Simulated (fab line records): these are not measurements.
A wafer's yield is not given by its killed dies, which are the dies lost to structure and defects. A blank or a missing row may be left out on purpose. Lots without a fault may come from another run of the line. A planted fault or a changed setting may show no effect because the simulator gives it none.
Chamber matching -- flow n5_finfet -- 4 sister chambers for N5_BEOL_M2_STRIP_19 on rie_diel-02
The step strips in O2. 4 wafers are shown with their chamber, then 10 later ones without.

## WAFERS PAIRED WITH THEIR CHAMBERS
wafer,chamber,showerhead_plenum_p_Torr (Torr)
L084.5,0,1.98
L090.5,3,2.05
L091.1,1,2.16
L091.2,2,2.23

## WAFERS WITHOUT THEIR CHAMBER
wafer,showerhead_plenum_p_Torr (Torr)
L091.4,2.05
L093.3,2.24
L093.4,2.05
L093.6,2.05
L092.1,2.22
L092.3,2.24
L092.5,2.22
L096.2,2.22
L096.3,2.05
L096.6,2.16

## CHAMBER TAKEN BY EACH
wafer,from the rows above,in truth
L091.4,3,3
L093.3,2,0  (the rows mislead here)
L093.4,3,3
L093.6,3,3
L092.1,2,2
L092.3,2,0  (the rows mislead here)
L092.5,2,2
L096.2,2,2
L096.3,3,3
L096.6,1,1
Correctly placed: 8 of 10. Can't be placed from these rows: 0. Placed wrongly: 2.
How it was worked out, from the rows above alone: a wafer's distance from a chamber is the root of the sum, over the readings, of the square of ((its reading less the chamber's mean) divided by the reading's scatter). If the next closest chamber is less than 2 further off than the closest, the wafer can't be placed; otherwise it belongs to the closest. For every chamber, the mean is computed from those of its wafers that are shown. The scatter (one wafer shown for each chamber): square how far every hidden wafer sits from the nearest shown wafer, average those squares and take the square root.
